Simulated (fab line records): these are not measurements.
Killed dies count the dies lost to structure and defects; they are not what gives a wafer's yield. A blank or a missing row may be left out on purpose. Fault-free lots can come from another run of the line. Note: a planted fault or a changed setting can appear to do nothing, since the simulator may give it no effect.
fab line records	flow n5Finfet
[record] lots = 5	wafers = 15	lastDay = 17
route steps=1938 shown BEOL_M1@831 BEOL_M2@841 PASSIVATION@1936
lots that met no fault: from a run of the same line without faults
startH: hours from the record's first day to the start of the lot's first wafer shown	waitH: how many hours have passed since the lot's step before this one	" unchanged from the row above	L1.1+2: a single row standing in for several wafers	- no value present, or no start provided	* or withheld: withheld	< > ~ a bound
route shown NAME@n: names a module that has steps shown in the file, with the first one's number in the route	usual: the fault-free wafers' mean and standard deviation	same: alike in all rows	chamber/n: place in a boat	sites: each site's reading	_std_site: standard deviation across them	_edge_site: the outer-site mean with the inner-site mean subtracted	radiusMm: how far each site lies from the wafer's centre	mask NAME#n: copy n	behind: the most recent tool/chamber to have shaped the wafer	hold: reason for holding the lot/hours on hold/outcome of the hold	device: the n, p or np transistor that did not switch	end of line: the same wafers' tests at the end of the route	a step without rows: its recipe alone	killed: dies lost to structure and defects at the first sort, not the wafer's yield	map: per-die view of a wafer (x killed, . not killed, _ where there is no die)
set.NAME: the setting as run; set.NAME@STEP: as run at that earlier step	model.NAME: the simulator's own value behind a step, which no gauge read
certain route steps with their lots: each step a table, each wafer a row
services: from which hour (startH, from the record's first day; less than 0 if before it) a tool's chamber was out of use, for how many hours, and why
[[steps]]
[step N5_BEOL_M1_ECD_50]
[recipe] material = Cu	targetThkA = 3000
[step N5_BEOL_M1_ANNEAL_51]
[recipe] tempC = 225	timeS = 90	ambient = N2
[usual] wafer_temp_C_max = 225.9/0.31
[same] timeS = 90
lot.wafer	tool	chamber	startH	waitH	wafer_temp_C_max
L312.1	rtpAnneal-02	0	153.27	2.9	226.2
L312.2	"	0	"	"	225.9
L312.4	"	0	"	"	226.1
L315.1	rtpAnneal-02	0	159.36	2.9	226.0
L315.3	"	0	"	"	225.7
L315.4	"	0	"	"	225.7
L323.1	rtpAnneal-01	0	207.75	0.3	225.8
L323.5	"	0	"	"	225.4
L323.6	"	0	"	"	225.8
L326.2	rtpAnneal-01	0	219.70	0.1	226.0
L326.3	"	0	"	"	225.4
L326.4	"	0	"	"	225.6
L332.2	rtpAnneal-02	0	250.60	0.1	226.0
L332.3	"	0	"	"	225.9
L332.4	"	0	"	"	226.0
[step N5_BEOL_M1_CMP_52]
[recipe] stopOn = SiOC	tOverpolishS = 6.8	downForcePsi = 1	platenRpm = 50	clearingPlatenDownForcePsi = 1.5	clearingPlatenRpm = 50	postCmpClean = cuAlkaline	targetThkNm = 40	clearingPlatenPadVelocityMS = 0.99484	padVelocityMS = 0.99484
[usual] barrierFieldEndpointS = 24.6/0.68	edgeZonePressureFrac = 0.999/0.0049	motorCurrentA = 6.0/0.73	overpolishRunS = 6.800/0.0085	timeToEndpointS = 62/3.8
lot.wafer	tool	chamber	startH	waitH	barrierFieldEndpointS	edgeZonePressureFrac	motorCurrentA	overpolishRunS	timeToEndpointS
L312.2	cmp-02	2	153.57	0.2	24.0	0.998	5.8	6.800	58
L312.1	"	3	"	"	24.2	0.998	5.4	6.772	56
L312.4	"	1	"	"	23.6	1.004	7.8	6.795	56
L315.1	cmp-01	0	159.70	0.3	24.2	0.997	5.5	6.802	58
L315.4	"	1	"	"	24.6	1.006	5.0	6.811	63
L315.3	"	2	"	"	24.4	0.998	6.8	6.808	59
L323.1	cmp-01	0	208.10	0.3	24.7	0.994	5.3	6.781	61
L323.5	"	3	"	"	24.8	1.001	6.4	6.797	64
L323.6	"	0	"	"	24.8	0.993	5.5	6.791	64
L326.3	cmp-01	1	219.95	0.2	25.1	0.998	5.2	6.813	64
L326.4	"	2	"	"	25.0	0.998	6.7	6.801	59
L326.2	"	0	"	"	24.8	0.997	5.4	6.813	61
L332.2	cmp-04	0	250.86	0.2	24.8	1.002	6.2	6.803	66
L332.3	"	1	"	"	24.2	0.996	5.5	6.794	60
L332.4	"	2	"	"	25.5	1.003	5.2	6.808	70
[step N5_BEOL_M1_THK_MEAS_53]
[recipe] thkMeasGauge = xrf	reads = Cu_of_BEOL_M1_ECD_50
[usual] M1_THK = 39.1/1.7
lot.wafer	tool	chamber	startH	waitH	M1_THK[nm]
L312.1	filmMetro-02	-	153.86	-	36.8
L312.2	"	-	"	"	37.3
L312.4	"	-	"	"	38.9
L315.1	filmMetro-02	-	159.95	-	39.8
L315.3	"	-	"	"	40.8
L315.4	"	-	"	"	41.7
L323.1	filmMetro-01	-	208.35	-	37.6
L323.5	"	-	"	"	41.7
L323.6	"	-	"	"	39.4
L326.2	filmMetro-02	-	220.25	-	39.4
L326.3	"	-	"	"	41.0
L326.4	"	-	"	"	41.8
L332.2	filmMetro-02	-	251.15	-	38.9
L332.3	"	-	"	"	37.4
L332.4	"	-	"	"	41.5
[step N5_BEOL_M1_PRE_CLEAN_60]
[recipe] gas = NH3/H2	timeS = 15	tempC = *	rfPowerW = 300
[step N5_BEOL_M1_CO_CAP_55]
[recipe] material = Co	targetThkA = 20	tempC = 200	precursor = CCTBA/H2	pressureTorr = 30	timeS = 102.1
[usual] heaterPowerW = 233/12
[same] timeS = 102.1
lot.wafer	tool	chamber	startH	waitH	heaterPowerW
L312.1	cvdCo-01	2	153.94	0.0	239
L312.2	"	0	"	"	233
L312.4	"	1	"	"	238
L315.1	cvdCo-01	2	160.03	0.0	233
L315.3	"	1	"	"	231
L315.4	"	0	"	"	241
L323.1	cvdCo-02	1	208.63	0.0	210
L323.5	"	2	"	"	235
L323.6	"	0	"	"	240
L326.2	cvdCo-01	1	220.32	0.0	237
L326.3	"	0	"	"	228
L326.4	"	1	"	"	238
L332.2	cvdCo-01	1	251.23	0.0	235
L332.3	"	0	"	"	237
L332.4	"	1	"	"	233
[step N5_BEOL_M1_PRE_CLEAN_56]
[recipe] gas = NH3	timeS = 15	tempC = withheld	rfPowerW = 300
[step N5_BEOL_M1_DEP_57]
[recipe] material = SiCN	targetThkA = 80	tempC = withheld	precursor = 3MS/NH3	pressureTorr = 3	rfW = 202	timeS = 14
[step N5_BEOL_M1_RS_MEAS_58]
[recipe] thkMeasGauge = four-point-probe	reads = Co_of_BEOL_M1_CO_CAP_55+Cu_of_BEOL_M1_ECD_50+Co_of_BEOL_M1_CVD_47+TaN_of_BEOL_M1_ALD_84
[usual] M1_RS = 0.69/0.038
lot.wafer	tool	chamber	startH	waitH	M1_RS[ohm/sq]
L312.1	filmMetro-01	-	154.12	0.0	0.74
L312.2	"	-	"	"	0.73
L312.4	"	-	"	"	0.68
L315.1	filmMetro-02	-	160.22	0.0	0.68
L315.3	"	-	"	"	0.66
L315.4	"	-	"	"	0.64
L323.1	filmMetro-01	-	208.81	0.0	0.73
L323.5	"	-	"	"	0.63
L323.6	"	-	"	"	0.69
L326.2	filmMetro-02	-	220.54	0.1	0.68
L326.3	"	-	"	"	0.65
L326.4	"	-	"	"	0.63
L332.2	filmMetro-02	-	251.42	0.1	0.69
L332.3	"	-	"	"	0.72
L332.4	"	-	"	"	0.63
[step N5_BEOL_M1_INSPECT_59]
[recipe] inspectInstrument = darkfield	mode = postDep
[usual] rawDefectCount = 77/22
lot.wafer	tool	chamber	startH	waitH	rawDefectCount
L312.1	defectInspect-02	-	154.15	0.0	58
L312.2	"	-	"	"	83
L312.4	"	-	"	"	64
L315.1	defectInspect-02	-	160.24	0.0	64
L315.3	"	-	"	"	99
L315.4	"	-	"	"	70
L323.1	defectInspect-01	-	208.84	0.0	108
L323.5	"	-	"	"	77
L323.6	"	-	"	"	132
L326.2	defectInspect-02	-	220.56	0.0	68
L326.3	"	-	"	"	57
L326.4	"	-	"	"	80
L332.2	defectInspect-02	-	251.45	0.0	57
L332.3	"	-	"	"	87
L332.4	"	-	"	"	67
[step N5_BEOL_M2_ILD_DEP_00]
[recipe] material = SiOC	targetThkA = 790	tempC = 350	precursor = DEMS/O2	pressureTorr = 5	rfW = 500	timeS = 15.3
[step N5_BEOL_M2_THK_MEAS_01]
[recipe] reads = SiOC_of_BEOL_M2_ILD_DEP_00
[usual] M2_ILD_THK = 79.1/1
lot.wafer	tool	chamber	startH	waitH	M2_ILD_THK[nm]
L312.1	filmMetro-02	-	154.27	0.1	79.0
L312.2	"	-	"	"	79.4
L312.4	"	-	"	"	80.8
L315.1	filmMetro-02	-	160.35	0.0	80.4
L315.3	"	-	"	"	78.0
L315.4	"	-	"	"	80.3
L323.1	filmMetro-02	-	208.94	0.0	78.0
L323.5	"	-	"	"	79.3
L323.6	"	-	"	"	78.6
L326.2	filmMetro-02	-	220.67	0.1	77.1
L326.3	"	-	"	"	78.4
L326.4	"	-	"	"	80.0
L332.2	filmMetro-02	-	251.55	0.1	79.1
L332.3	"	-	"	"	78.0
L332.4	"	-	"	"	80.3
[step N5_BEOL_M2_PECVD_72]
[recipe] material = SiO2	targetThkA = 160	tempC = 400	precursor = TEOS/O2	pressureTorr = 5.5	rfW = 450	teosFlowSccm = 53.8	gas = O2	flowSccm = 3000	timeS = 18
[usual] heaterPowerW = 783/120	showerheadPlenumPTorr = 8.78/0.075	throttleValvePct = 22.7/1.7
[same] timeS = 18
lot.wafer	tool	chamber	startH	waitH	heaterPowerW	showerheadPlenumPTorr	throttleValvePct
L312.1	pecvd-01	1	154.31	0.0	809	8.86	21.9
L312.2	"	0	"	"	1056	8.79	27.1
L312.4	"	1	"	"	816	8.84	21.6
L315.1	pecvd-04	0	160.38	0.0	698	8.88	22.1
L315.3	"	1	"	"	794	8.76	22.2
L315.4	"	1	"	"	790	8.74	22.1
L323.1	pecvd-03	2	208.98	0.0	680	8.85	21.3
L323.5	"	0	"	"	790	8.87	23.9
L323.6	"	2	"	"	674	8.82	21.3
L326.2	pecvd-03	1	220.70	0.0	833	8.63	23.5
L326.3	"	2	"	"	576	8.83	21.4
L326.4	"	2	"	"	585	8.81	21.5
L332.2	pecvd-03	0	251.59	0.0	845	8.87	24.2
L332.3	"	2	"	"	692	8.83	21.6
L332.4	"	0	"	"	834	8.87	24.1
[step N5_BEOL_M2_HM_DEP_02]
[recipe] material = TiN	targetThkA = 200	tempC = 25	chamberPressurePa = 0.49996
[usual] throttleValvePct = 29.8/0.94
lot.wafer	tool	chamber	startH	waitH	throttleValvePct
L312.1	pvdSputter-02	-	156.42	2.1	30.5
L312.2	"	-	"	"	30.1
L312.4	"	-	"	"	30.2
L315.1	pvdSputter-02	-	161.70	1.3	29.6
L315.3	"	-	"	"	29.8
L315.4	"	-	"	"	30.7
L323.1	pvdSputter-02	-	210.65	1.7	29.7
L323.5	"	-	"	"	30.3
L323.6	"	-	"	"	30.3
L326.2	pvdSputter-02	-	221.16	0.4	30.1
L326.3	"	-	"	"	29.7
L326.4	"	-	"	"	29.6
L332.2	pvdSputter-02	-	251.66	0.0	30.5
L332.3	"	-	"	"	29.4
L332.4	"	-	"	"	29.9
[step N5_BEOL_M2_COAT_61]
[recipe] resist = SOC	tempC = 250	timeS = 60	spinRpm = 1500	resistThkNm = 60
[step N5_BEOL_M2_COAT_62]
[recipe] resist = SiARC	tempC = 220	timeS = 60	spinRpm = 1500	resistThkNm = 12
[step N5_BEOL_M2_COAT_73]
[recipe] resist = underlayer	tempC = 205	timeS = 60	spinRpm = 1500	resistThkNm = 5
[step N5_BEOL_M2_COAT_05]
[recipe] resist = CAR-EUV	spinRpm = 1500	resistThkNm = 30
[step N5_BEOL_M2_EBR_07]
[recipe] solvent = PGMEA	ebrWidthMm = 1.5
[step N5_BEOL_M2_SOFTBAKE_06]
[recipe] tempC = 110	timeS = 60	resist = CAR-EUV
[step N5_BEOL_M2_EXPOSE_08]
[recipe] maskId = M2	na = 0.33	sourceShape = dipole	sigmaInner = 0.369	sigmaOuter = 0.767	polarization = unpolarized	doseMj = 41.25
[step N5_BEOL_M2_PEB_09]
[recipe] pebTempC = 100	pebTimeS = 60	resist = CAR-EUV
[step N5_BEOL_M2_DEVELOP_10]
[recipe] developTimeS = 30	developer = TMAH	resist = CAR-EUV	rinseLiquid = surfactantRinse	dry = airSpin	devTempC = 23
[step N5_BEOL_M2_CD_MEAS_11]
[recipe] targetCdNm = 16.79	landingEnergyEv = 500	detector = seInlens	polarity = opening
[usual] cdNm = 16.84/0.23
lot.wafer	tool	chamber	startH	waitH	cdNm
L312.1	cdSem-01	0	156.81	-	16.58
L312.2	"	0	"	"	16.89
L312.4	"	0	"	"	16.65
L315.1	cdSem-03	0	162.09	-	16.33
L315.3	"	0	"	"	16.99
L315.4	"	0	"	"	16.98
L323.1	cdSem-03	0	211.05	-	16.80
L323.5	"	0	"	"	17.00
L323.6	"	0	"	"	16.75
L326.2	cdSem-03	0	221.56	-	17.33
L326.3	"	0	"	"	17.07
L326.4	"	0	"	"	16.80
L332.2	cdSem-01	0	252.05	-	16.86
L332.3	"	0	"	"	16.71
L332.4	"	0	"	"	16.67
[step N5_BEOL_M2_OVL_MEAS_12]
[recipe] pointsPerWafer = 522
[usual] M2_OVL = -0.2/0.58
lot.wafer	tool	chamber	startH	waitH	M2_OVL[nm]
L312.1	overlay-01	0	156.84	0.0	-0.3
L312.2	"	0	"	"	-0.3
L312.4	"	0	"	"	-0.8
L315.1	overlay-01	0	162.12	0.0	-0.1
L315.3	"	0	"	"	-0.6
L315.4	"	0	"	"	-0.6
L323.1	overlay-01	0	211.08	0.0	-0.3
L323.5	"	0	"	"	-0.1
L323.6	"	0	"	"	0.2
L326.2	overlay-01	0	221.59	0.0	-0.5
L326.3	"	0	"	"	-0.2
L326.4	"	0	"	"	-0.5
L332.2	overlay-01	0	252.09	0.0	-0.5
L332.3	"	0	"	"	-0.5
L332.4	"	0	"	"	-1.0
[step N5_BEOL_M2_INSPECT_13]
[recipe] mode = adi	inspectInstrument = brightfield
[usual] rawDefectCount = 446/100
lot.wafer	tool	chamber	startH	waitH	rawDefectCount
L312.1	defectInspect-01	-	156.90	0.1	448
L312.2	"	-	"	"	607
L312.4	"	-	"	"	408
L315.1	defectInspect-01	-	162.18	0.1	466
L315.3	"	-	"	"	326
L315.4	"	-	"	"	374
L323.1	defectInspect-01	-	211.14	0.1	736
L323.5	"	-	"	"	507
L323.6	"	-	"	"	475
L326.2	defectInspect-01	-	221.64	0.0	416
L326.3	"	-	"	"	357
L326.4	"	-	"	"	581
L332.2	defectInspect-02	-	252.14	0.0	288
L332.3	"	-	"	"	746
L332.4	"	-	"	"	240
[step N5_BEOL_M2_DESCUM_16]
[recipe] chemistry = O2	timeS = 7	sourcePowerW = 50	biasPowerW = 20	pressureMtorr = 20	rfFrequencyHz = 2.712e+07	tempC = 40	resist = CAR-EUV	o2FlowSccm = 225
[step N5_BEOL_M2_ETCH_74]
[recipe] chemistry = N2/H2	target = underlayer	targetDepthA = 65	maskMaterial = CAR-EUV	timeS = 5.2	ionEnergyEv = 200	pressureMtorr = 30	sourceW = 840	biasW = 150	n2FlowSccm = 200	h2FlowSccm = 200	ends = cleared
[step N5_BEOL_M2_ETCH_63]
[recipe] chemistry = CF4	target = SiARC	targetDepthA = 156	maskMaterial = CAR-EUV	timeS = 26	ionEnergyEv = 80	pressureMtorr = 40	sourceW = 545	biasW = 36	Ar_flow_sccm = 100	cf4FlowSccm = 100	ends = cleared
[step N5_BEOL_M2_ETCH_64]
[recipe] chemistry = N2/H2	target = SOC	targetDepthA = 750	overetchA = 225	maskMaterial = SiARC	tempC = 40	timeS = 121.9	ionEnergyEv = 200	pressureMtorr = 30	sourceW = 840	biasW = 150	n2FlowSccm = 200	h2FlowSccm = 200
[step N5_BEOL_M2_STRIP_65]
[recipe] chemistry = N2/H2	tempC = 40	n2FlowSccm = 200	h2FlowSccm = 200	rfFrequencyHz = 6e+07
[step N5_BEOL_M2_STRIP_75]
[recipe] chemistry = N2/H2	tempC = 40	n2FlowSccm = 200	h2FlowSccm = 200	rfFrequencyHz = 6e+07
[step N5_BEOL_M2_STRIP_66]
[recipe] chemistry = CF4	resist = SiARC	powerW = 300	biasPowerW = 75	pressureMtorr = 50	cf4FlowSccm = 150	rfFrequencyHz = 6e+07
[step N5_BEOL_M2_HM_OPEN_17]
[recipe] chemistry = Cl2/BCl3	targetDepthA = 200	overetchA = 60	target = TiN	maskMaterial = SOC	ionEnergyEv = 150	pressureMtorr = 10	icpW = 1000	biasW = 126	Cl2_flow_sccm = 53.25	bcl3FlowSccm = 21.75	Ar_flow_sccm = 25
[step N5_BEOL_M2_STRIP_19]
[recipe] chemistry = O2	powerW = 400	tempC = 40	pressureMtorr = 30	rfFrequencyHz = 6e+07	biasPowerW = 0	overashFraction = 0.2	o2FlowSccm = 225
[usual] drypumpMotorCurrentA = 5.7/0.41	oesProductAu = 0.80/0.1	rfVppV = 3.7/0.48	showerheadPlenumPTorr = 2.10/0.074	throttleValvePct = 16.70/0.25
[same] biasPowerW = 0
lot.wafer	tool	chamber	startH	waitH	drypumpMotorCurrentA	oesProductAu	rfHoursCounterH	rfVppV	showerheadPlenumPTorr	throttleValvePct
L312.1	rieDiel-06	3	157.30	0.1	5.5	0.92	11	3.7	2.04	16.67
L312.2	"	0	"	"	6.5	0.78	122	3.5	2.03	16.71
L312.4	"	2	"	"	5.3	0.70	247	3.6	2.16	16.89
L315.1	rieDiel-06	2	162.58	0.1	5.3	0.69	249	3.0	2.16	16.88
L315.3	"	3	"	"	5.6	0.93	13	3.2	2.04	16.68
L315.4	"	1	"	"	5.5	0.96	4	4.5	2.04	16.12
L323.1	rieDiel-03	3	211.53	0.1	6.6	0.81	87	3.4	2.20	16.48
L323.5	"	2	"	"	5.7	0.92	-	3.0	2.22	16.60
L323.6	"	3	"	"	6.6	0.81	-	3.9	2.20	16.50
L326.2	rieDiel-06	3	222.04	0.1	5.6	0.87	36	3.5	2.03	16.72
L326.3	"	2	"	"	5.4	0.94	11	3.8	2.15	16.47
L326.4	"	1	"	"	5.5	0.91	26	4.0	2.03	16.14
L332.2	rieDiel-03	1	252.62	0.1	5.6	0.96	11	4.3	2.14	16.59
L332.3	"	3	"	"	6.6	0.80	100	3.0	2.20	16.52
L332.4	"	2	"	"	5.7	0.88	37	4.0	2.22	16.63
[step N5_BEOL_M2_CD_MEAS_18]
[recipe] pitchNm = 36	targetCdNm = 18
[usual] cdNm = 18.2/0.33
lot.wafer	tool	chamber	startH	waitH	cdNm
L312.1	cdSem-02	-	157.37	0.0	17.7
L312.2	"	-	"	"	18.2
L312.4	"	-	"	"	18.1
L315.1	cdSem-03	-	162.65	0.0	18.2
L315.3	"	-	"	"	18.2
L315.4	"	-	"	"	18.3
L323.1	cdSem-01	-	211.60	0.0	18.5
L323.5	"	-	"	"	18.4
L323.6	"	-	"	"	18.4
L326.2	cdSem-01	-	222.11	0.1	18.1
L326.3	"	-	"	"	18.1
L326.4	"	-	"	"	18.7
L332.2	cdSem-01	-	252.69	0.1	17.5
L332.3	"	-	"	"	18.0
L332.4	"	-	"	"	17.9
[step N5_BEOL_M2_COAT_67]
[recipe] resist = SOC	tempC = 250	timeS = 60	spinRpm = 1500	resistThkNm = 60
[step N5_BEOL_M2_COAT_68]
[recipe] resist = SiARC	tempC = 220	timeS = 60	spinRpm = 1500	resistThkNm = 12
[step N5_BEOL_M2_COAT_76]
[recipe] resist = underlayer	tempC = 205	timeS = 60	spinRpm = 1500	resistThkNm = 5
[step N5_BEOL_M2_COAT_22]
[recipe] resist = CAR-EUV	spinRpm = 1500	resistThkNm = 30
[step N5_BEOL_M2_EBR_24]
[recipe] solvent = PGMEA	ebrWidthMm = 1.5
[step N5_BEOL_M2_SOFTBAKE_23]
[recipe] tempC = 110	timeS = 60	resist = CAR-EUV
[step N5_PASSIVATION_PROBE_49]
[usual] defectLimitedYield = 91.1/1.5	killed_at_M0_to_M3 = 33/9.9	killed_at_M4_up = 14/5.2	killedAtContacts = 12/6.7	killedAtFrontEnd = 43/13	killedAtOther = 3.4/2.7	killedDies = 105/17	killedOpen = 69/13	killedShort = 33/7.5	sort_bin_5_function = 5.2/0.91	sort_bin_6_memory = 3.3/0.71	sort_bin_8_speed = 0.00/0.032	sortNPass = 1075/17	sortYieldPct = 91.1/1.5
[same] grossDies = 1180	killedAtBackSide = 0	sort_bin_4_leakage[%] = 0
lot.wafer	tool	chamber	startH	waitH	defectLimitedYield[%]	killed_at_M0_to_M3	killed_at_M4_up	killedAtContacts	killedAtFrontEnd	killedAtOther	killedDies	killedOpen	killedShort	sort_bin_5_function[%]	sort_bin_6_memory[%]	sort_bin_8_speed[%]	sortNPass	sortYieldPct[%]
L332.3	prober-02	-	406.87	0.1	81.6	131	23	10	51	2	217	67	43	12.2	4.1	0	963	81.6
// killed by level:class
L332.3 BEOL_M2:unspecified=101 FIN_SAQP:geometricParticle:short=15 MOL_CONTACT_COAG:geometricParticle:open=10 BEOL_M5:geometricParticle:short=7 FIN_SAQP:geometricParticle:open=6 STI_FIN_REVEAL:geometricParticle:open=6 BEOL_M3:geometricParticle:open=6 BEOL_M0_SAQP:geometricParticle:open=5
// map L332.3 (x killed, . not)
_________________.....x......________________
______________...............x.x_____________
___________.......xx.xx............__________
__________........x....x.........x.x_________
________...x...x.........x...x..x....._______
_______................x...x........xx.______
______....x..x.x..xx.........x.x...xx..._____
_____.x......................x.xxxxx.....____
____...........x...........x....xxxx.xx...___
___........x..................xxxxxxxx...xx__
___.......x........x.xx.....x...xxxxxx..xx.__
__..........................xxxxxxxxxxx...x._
__...x.................x.....x.xxxxxxxxxx..._
_x..........x....x....x..x.x.xxxxxxxxxxxx....
_...x................x.....x.xxxxxxxxxxxx....
_.......................xxx.xxxxxxxxxxx....xx
_........x..........x..........xxxxxx.x......
_..x..x..x...................xx.xxxx.x.......
_.x...x......x.................xx.x..........
_...........x....................x.x.x.......
_.......x...x.......x........................
__...xx.........................x.....x....._
__x............x..x.....x.x........x.....x.._
___......x...................x..........x..__
___.x......x................x...........x..__
____...x.x...........x.....x....x..x...x..___
_____.....x.................x.........x..____
______...x........x....x........x......._____
_______......x......................x..______
________...x................x.....x..._______
__________........x...x...x........._________
___________.....................x..__________
______________..............x.x._____________
_________________............________________
// map L323.1 (x killed, . not)
_________________x...........________________
______________.....x.x.........._____________
___________x...........x.....x.....__________
__________x.............x....x.....x_________
________......................x......._______
_______....................x....x.....x______
______x....................x............_____
_____............x.x...x..........x....x.____
____.x..........x.........................___
___....x...................................__
___......x......x...x......................__
__.x.....x.....x......x..........x.........._
__..................x..........x.....x......_
_............x...........x...................
_x.x..x........x....x....x...x.............x.
_.x.............................x............
_........x.x.................x...x...........
_...x.x....x.x..x............................
_x.x.x.x........x.......x..x.....x....x......
_..x.....x..............x..x.................
_x...............x..x........................
__.........x.......x......x................._
__.....x...x....................x..........._
___.........x..........x........xx.........__
___.....x.................x..x...........xx__
____........x..............x.............x___
_____.....x.x.....x.x......x.x.........x.____
______...............xx...x.........x.xx_____
_______.....x........x.................______
________..xx..............x..........._______
__________..x....x............x....._________
___________........................__________
______________........x.x......._____________
_________________............________________
[[services]]
tool	chamber	startH	hours	kind
rieDiel-06	1	130.24	-	clean
rieDiel-06	1	130.24	-	consumableReplace:focusRing
rieDiel-06	1	130.24	18.3	scheduledDown
rieDiel-06	1	130.24	18.3	ventCycle
pecvd-03	1	132.31	3.7	repair
pecvd-01	-	145.35	0.5	repair
pecvd-03	2	154.16	5.0	repair
cmp-04	-	154.17	0.5	repair
pecvd-01	-	157.26	0.6	repair
rieDiel-06	2	166.95	-	clean
rieDiel-06	2	166.95	-	consumableReplace:focusRing
rieDiel-06	2	166.95	22.3	scheduledDown
rieDiel-06	2	166.95	22.3	ventCycle
rieDiel-03	2	177.94	5.5	repair
rieDiel-03	1	183.66	-	clean
rieDiel-03	1	183.66	-	consumableReplace:focusRing
rieDiel-03	1	183.66	31.7	scheduledDown
rieDiel-06	0	200.50	16.6	repair
rieDiel-03	-	205.84	0.2	repair
cmp-02	-	212.68	4.0	pm
pecvd-03	1	214.97	2.1	scheduledDown
cmp-04	-	217.00	5.3	pm
rieDiel-03	2	220.89	7.3	repair
cmp-01	-	244.21	6.1	repair
[[key]]
[firstSign] step = N5_PASSIVATION_PROBE_49	reading = killed_at_M0_to_M3	direction = up	sigmas = 9.9	usual = 33	struck = 131
[effect] step = N5_PASSIVATION_PROBE_49	reading = defectLimitedYield	direction = down	sigmas = 6.5	usual = 91.1	struck = 81.6
[moreKillsBornAt] N5_BEOL_M2_PECVD_72@pecvd-03 = 101
metAt N5_BEOL_M2_PECVD_72
struckWafers L332.3
onsetBetween 220.70 251.59
[fault] kind = chamberParticleSource	tool = pecvd-03	chamber = 2	onsetH = 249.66	steps = N5_BEOL_M2_PECVD_72	ratePerVisitCm2 = 0.48186	endH = 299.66
